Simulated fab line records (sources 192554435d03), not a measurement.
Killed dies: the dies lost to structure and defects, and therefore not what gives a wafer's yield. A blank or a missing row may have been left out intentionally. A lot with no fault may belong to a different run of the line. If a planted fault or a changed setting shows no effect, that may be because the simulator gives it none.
Matching of chambers | flow n5Finfet | 4 sister chambers for N5_BEOL_M14_ETCH_59 on rieDiel-05
The step etches BARC in N2/H2, target depth 89 nm, overetch 26.7 nm, time 67.9 s. 14 wafers are shown with their chamber, then 7 later ones without.

WAFERS WITH THEIR CHAMBER
wafer  | chamber | showerheadPlenumPTorr (Torr) | drypumpMotorCurrentA (A) | throttleValvePct (%)
L078.2 | 3       | 2.47                         | 5.5                      | 17.43
L078.3 | 2       | 2.62                         | 5.7                      | 18.11
L078.6 | 0       | 2.56                         | 5.4                      | 17.78
L080.2 | 3       | 2.46                         | 5.6                      | 17.42
L080.4 | 1       | 2.46                         | 6.2                      | 17.67
L080.5 | 2       | 2.62                         | 5.6                      | 18.11
L085.1 | 1       | 2.45                         | 6.2                      | 17.67
L085.4 | 0       | 2.55                         | 5.4                      | 17.81
L085.6 | 1       | 2.45                         | 6.2                      | 17.69
L086.2 | 3       | 2.46                         | 5.6                      | 17.49
L086.4 | 1       | 2.45                         | 6.2                      | 17.68
L086.5 | 3       | 2.46                         | 5.5                      | 17.48
L088.2 | 1       | 2.45                         | 6.2                      | 17.71
L088.3 | 2       | 2.61                         | 5.6                      | 17.73

SIGNATURES (averages over the wafers above)
reading               | chamber 0 | chamber 1 | chamber 2 | chamber 3 | scatter within a chamber
showerheadPlenumPTorr | 2.5550    | 2.4520    | 2.6167    | 2.4625    | 0.00521
drypumpMotorCurrentA  | 5.400     | 6.200     | 5.633     | 5.550     | 0.0408
throttleValvePct      | 17.7950   | 17.6840   | 17.9833   | 17.4550   | 0.101
Rule: a wafer's distance from a chamber is the root of the sum, over the readings, of the square of ((its reading less the chamber's mean) divided by the reading's scatter). The wafer belongs to the nearest chamber; if the next one is less than 2 further off, it can't be placed. The scatter: take each reading less its chamber's mean, square it, sum over the shown wafers, divide by the number of wafers less the number of chambers, and take the root.

WAFERS WITH NO CHAMBER GIVEN
wafer  | showerheadPlenumPTorr (Torr) | drypumpMotorCurrentA (A) | throttleValvePct (%)
L088.6 | 2.55                         | 5.4                      | 17.84
L092.1 | 2.61                         | 5.7                      | 17.73
L092.2 | 2.45                         | 5.5                      | 17.50
L092.4 | 2.55                         | 5.4                      | 17.87
L095.2 | 2.61                         | 5.7                      | 17.74
L095.5 | 2.61                         | 5.6                      | 17.73
L095.6 | 2.45                         | 5.5                      | 17.48

WHICH CHAMBER EACH ONE RAN IN
wafer  | from the rows above | in truth
L088.6 | 0                   | 0
L092.1 | 2                   | 2
L092.2 | 3                   | 3
L092.4 | 0                   | 0
L095.2 | 2                   | 2
L095.5 | 2                   | 2
L095.6 | 3                   | 3
Correct placement for 7 of the 7. Can't be placed from these rows: 0. 0 placed wrongly.
